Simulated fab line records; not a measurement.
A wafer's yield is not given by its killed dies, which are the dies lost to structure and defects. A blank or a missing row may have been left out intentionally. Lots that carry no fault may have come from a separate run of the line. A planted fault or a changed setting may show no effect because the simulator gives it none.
A struck lot beside a sound one ; flow nandHarc ; 20 steps out of a route of 1159
Sound: these wafers, L710.1, L710.2, L710.6. Struck: wafers L718.1, L718.3, L718.6. Last of all comes the cause.
At each step with rows: each side's tool, then ch and its chambers, then its first start. Under that, the readings that differ: sound wafers ; struck wafers ; difference of the means ; sigmas: that difference in standard deviations of wafers without a fault.
alike: same words and numbers on both sides, and readings whose means sit less than 2 such deviations apart. not compared: any withheld reading, any reading some wafer has no value for, any bound like >300 that may hide the same value, and any number with overlapping values for which the record gives no deviation.
Wherever a step has rows on one side only, a row that says differs or no value, or a row with sigmas, the two part there. Numbers that have no deviation but don't overlap get no sigmas and don't part them. A reading that every wafer of one side lacks parts them only if that side has two wafers or more.

NHARC_P_ZERO_WELL_CD_MEAS_37 targets a cd of 720 nm.
  sound on cdSem-01 ch 0, day 3 04:07; struck on cdSem-03 ch 0, day 5 04:06
  alike: cdNm
then, 1 step without rows for these wafers: NHARC_P_ZERO_WELL_HARDBAKE_38 (time 80 s).
NHARC_P_ZERO_WELL_DESCUM_39: chemistry O2, time 3 s.
  sound on rieDiel-03 ch 1,2, day 3 04:17; struck on rieDiel-05 ch 0,2, day 5 04:17
  alike: drypumpMotorCurrentA, oesProductAu, rfVppV, showerheadPlenumPTorr, throttleValvePct
  not compared: rfHoursCounterH
then, 9 steps without rows for these wafers: NHARC_P_ZERO_WELL_IMPLANT_40; NHARC_P_ZERO_WELL_IMPLANT_59; NHARC_P_ZERO_WELL_IMPLANT_60; NHARC_P_ZERO_WELL_STRIP_41 (strips in SPM, time 840 s); NHARC_P_ZERO_WELL_DEHYDRATE_44 (time 120 s); NHARC_P_ZERO_WELL_HMDS_45 (time 30 s); NHARC_P_ZERO_WELL_COAT_46; NHARC_P_ZERO_WELL_SOFTBAKE_47 (time 95 s); NHARC_P_ZERO_WELL_EBR_48.
NHARC_P_ZERO_WELL_EXPOSE_49: exposes mask P HVPW, target cd 2000 nm.
  sound on krfScanner-02 ch 0, day 3 05:36; struck on krfScanner-01 ch 0, day 5 05:35
reading;sound;struck;difference;sigmas
mask;P_HVPW#0 P_HVPW#0 P_HVPW#0;P_HVPW_R1#0 P_HVPW_R1#0 P_HVPW_R1#0;differs;
then, 2 steps without rows for these wafers: NHARC_P_ZERO_WELL_PEB_50 (peb time 85 s); NHARC_P_ZERO_WELL_DEVELOP_51 (time 70 s).
NHARC_P_ZERO_WELL_CD_MEAS_52 targets a cd of 2000 nm.
  sound on cdSem-01 ch 0, day 3 05:46; struck on cdSem-03 ch 0, day 5 05:44
reading;sound;struck;difference;sigmas
cdNm (nm);1999.8 2002.7 2003.9;1738.8 1741.7 1740.5;-261.8;-99 or more
then, 1 step without rows for these wafers: NHARC_P_ZERO_WELL_HARDBAKE_53 (time 80 s).
NHARC_P_ZERO_WELL_DESCUM_54: chemistry O2, time 3 s.
  sound on rieDiel-13 ch 0,1,2, day 3 05:56; struck on rieDiel-05 ch 0,2,3, day 5 05:54
reading;sound;struck;difference;sigmas
model.P_ZERO_WELL.cdNm (nm);2000 2003 2004;1739 1741 1741;-262;
  alike: drypumpMotorCurrentA, oesProductAu, rfVppV, showerheadPlenumPTorr, throttleValvePct
  not compared: rfHoursCounterH
next, for these wafers, 1 step has no rows: NHARC_P_ZERO_WELL_IMPLANT_55.
-- break in the record here, with 17 days between the starts of the struck wafers on either side (left off in module P_ZERO_WELL, picked up again in module END, where the first step shown is number 1159 on the route) --
NHARC_END_SORT_01:
  sound on prober-01 ch 0, day 20 14:20; struck on prober-02 ch 0, day 22 02:05
reading;sound;struck;difference;sigmas
killedAtOther;5 2 7;0 1 0;-4;-4
killedAtPeriphery;3 4 3;66 50 56;+54;+26
killedDies;42 38 54;89 71 75;+34;+3
  alike: killedAtArray, killedOpen, killedShort

WHERE THEY PART
Earliest at NHARC_P_ZERO_WELL_EXPOSE_49; latest, in this record, at NHARC_END_SORT_01.

WHY: what had been put in by the simulator
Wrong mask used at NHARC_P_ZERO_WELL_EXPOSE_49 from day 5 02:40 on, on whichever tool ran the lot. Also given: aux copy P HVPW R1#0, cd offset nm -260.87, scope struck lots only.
